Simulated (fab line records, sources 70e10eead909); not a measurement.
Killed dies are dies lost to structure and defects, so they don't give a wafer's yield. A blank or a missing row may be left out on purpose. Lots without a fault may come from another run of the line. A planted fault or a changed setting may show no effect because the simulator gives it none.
Chamber matching | flow nand_harc | NHARC_THIN_TSV_ETCH_15 on rie_si-03: 4 sister chambers
The step target depth 3000 nm, bosch target overetch cycles 2, bosch etch step 2.8 s. 4 wafers are shown with their chamber, then 9 later ones without.

WAFERS WITH THEIR CHAMBER
wafer  | chamber | drypump_motor_current_A (A)
L084.1 | 0       | 5.1
L087.1 | 3       | 5.7
L087.3 | 1       | 5.5
L087.4 | 2       | 5.8

WAFERS WITHOUT THEIR CHAMBER
wafer  | drypump_motor_current_A (A)
L088.3 | 5.5
L088.4 | 5.1
L088.6 | 5.1
L090.3 | 5.8
L090.4 | 5.1
L090.5 | 5.8
L092.1 | 5.7
L092.2 | 5.9
L092.6 | 5.1

WHICH CHAMBER EACH WENT THROUGH
wafer  | from the rows above | in truth
L088.3 | 1                   | 1
L088.4 | 0                   | 0
L088.6 | 0                   | 0
L090.3 | 2                   | 2
L090.4 | 0                   | 0
L090.5 | 2                   | 2
L092.1 | 3                   | 3
L092.2 | 2                   | 2
L092.6 | 0                   | 0
Placed correctly: 9 of 9. Can't be placed from these rows: 0. Placed wrongly: 0.
How it was worked out, from the rows above alone: a wafer's distance from a chamber is the root of the sum, over the readings, of the square of ((its reading less the chamber's mean) divided by the reading's scatter). The wafer belongs to the nearest chamber; if the next one is less than 2 further off, it can't be placed. A chamber's mean is the mean of its shown wafers. The scatter: with one shown wafer a chamber, the root of the mean of the squares of how far each hidden wafer lies from its nearest shown one.
